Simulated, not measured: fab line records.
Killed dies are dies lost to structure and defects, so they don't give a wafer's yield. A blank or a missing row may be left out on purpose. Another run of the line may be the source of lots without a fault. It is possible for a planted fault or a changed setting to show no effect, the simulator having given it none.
The tool behind it: which one? -- flow nand_harc -- 45 wafers from 15 lots sampled at 2 of the route's 1159 steps

== WHAT THE GAUGES SHOWED, per wafer ==
NHARC_P_M2_INSPECT_27.
lot,measured,on,raw_defect_count
L101,day 6 15:57,defect_inspect-02,468 319 388
L104,day 7 01:12,defect_inspect-02,298 223 209
L106,day 7 18:09,defect_inspect-02,302 244 386
L105,day 7 20:16,defect_inspect-02,506 216 270
L109,day 8 04:37,defect_inspect-02,261 244 139
L114,day 10 03:58,defect_inspect-02,240 248 294
L115,day 10 07:48,defect_inspect-01,454 293 349
L116,day 10 09:42,defect_inspect-01,287 225 325
L118,day 10 11:23,defect_inspect-02,260 274 203
L117,day 10 11:46,defect_inspect-01,250 237 315
L119,day 10 19:14,defect_inspect-02,331 183 535
L120,day 11 05:42,defect_inspect-02,690 279 496
L121,day 11 11:55,defect_inspect-01,382 301 224
L123,day 11 16:43,defect_inspect-01,351 325 433
L122,day 11 17:23,defect_inspect-01,451 337 341

== EACH LOT AND THE TOOL THAT RAN IT (in order: tool; ch and the chambers of the sampled wafers; start) ==
lot,NHARC_P_M2_CMP_23
L101,"cmp-01 ch 0,3, day 6 15:31"
L104,"cmp-02 ch 0,3, day 7 00:45"
L106,"cmp-01 ch 0,1, day 7 17:43"
L105,"cmp-02 ch 1,2,3, day 7 19:52"
L109,"cmp-03 ch 0,2,3, day 8 04:10"
L114,"cmp-03 ch 0,1,3, day 10 03:32"
L115,"cmp-03 ch 0,1, day 10 07:20"
L116,"cmp-03 ch 0,2,3, day 10 09:14"
L118,"cmp-03 ch 0,1,2, day 10 10:55"
L117,"cmp-03 ch 2,3, day 10 11:17"
L119,"cmp-03 ch 0,1,2, day 10 18:44"
L120,"cmp-03 ch 1,3, day 11 05:15"
L121,"cmp-02 ch 0,1, day 11 11:27"
L123,"cmp-02 ch 0,1,2, day 11 16:17"
L122,"cmp-01 ch 1,3, day 11 16:55"
- NHARC_P_M2_CMP_23: polishes, t overpolish 20 s, target thk 144.3 nm.

== AS READ BY THE TOOLS THEMSELVES (means over the sampled wafers that have a number; for cases with no such wafer, the mark the record gives instead) ==
NHARC_P_M2_CMP_23.
lot,tool,motor_current_A (A),time_to_endpoint_s (s)
L101,cmp-01,13.3,26.8
L104,cmp-02,10.5,29.1
L106,cmp-01,11.4,29.4
L105,cmp-02,12.4,32.5
L109,cmp-03,12.1,32.2
L114,cmp-03,11.6,26.5
L115,cmp-03,12.3,27.0
L116,cmp-03,11.8,27.3
L118,cmp-03,12.0,26.7
L117,cmp-03,12.3,29.0
L119,cmp-03,12.0,27.1
L120,cmp-03,12.3,29.4
L121,cmp-02,11.0,26.2
L123,cmp-02,11.3,29.5
L122,cmp-01,12.5,29.9

== THE ANSWER, worked out from the rows above alone ==
Rule: usual is defined by the lots themselves. The widest of any qualifying gaps counts: lots, ordered by their means at a reading, are off when they make up no more than a third of the lots, leave a main group of 4 or more, and stand apart from it by 3 or more times the standard deviation of that group's means. A main group is skipped when, at the precision printed for the reading in the tables above, its means are all equal. A lot without any number at a reading at which 4 lots or more have one is off too. Any other lot the step has rows for is counted as sound. Order of review: gauges by route order, followed by the tools' own readings, for which a lot's mean as printed above is used. At the first step where some lot is off, the reading lying furthest off is the one used; lots without a number count as furthest.
None of the lots is off at any reading shown; this tells nothing.

== WHAT WAS PUT IN BY THE SIMULATOR ==
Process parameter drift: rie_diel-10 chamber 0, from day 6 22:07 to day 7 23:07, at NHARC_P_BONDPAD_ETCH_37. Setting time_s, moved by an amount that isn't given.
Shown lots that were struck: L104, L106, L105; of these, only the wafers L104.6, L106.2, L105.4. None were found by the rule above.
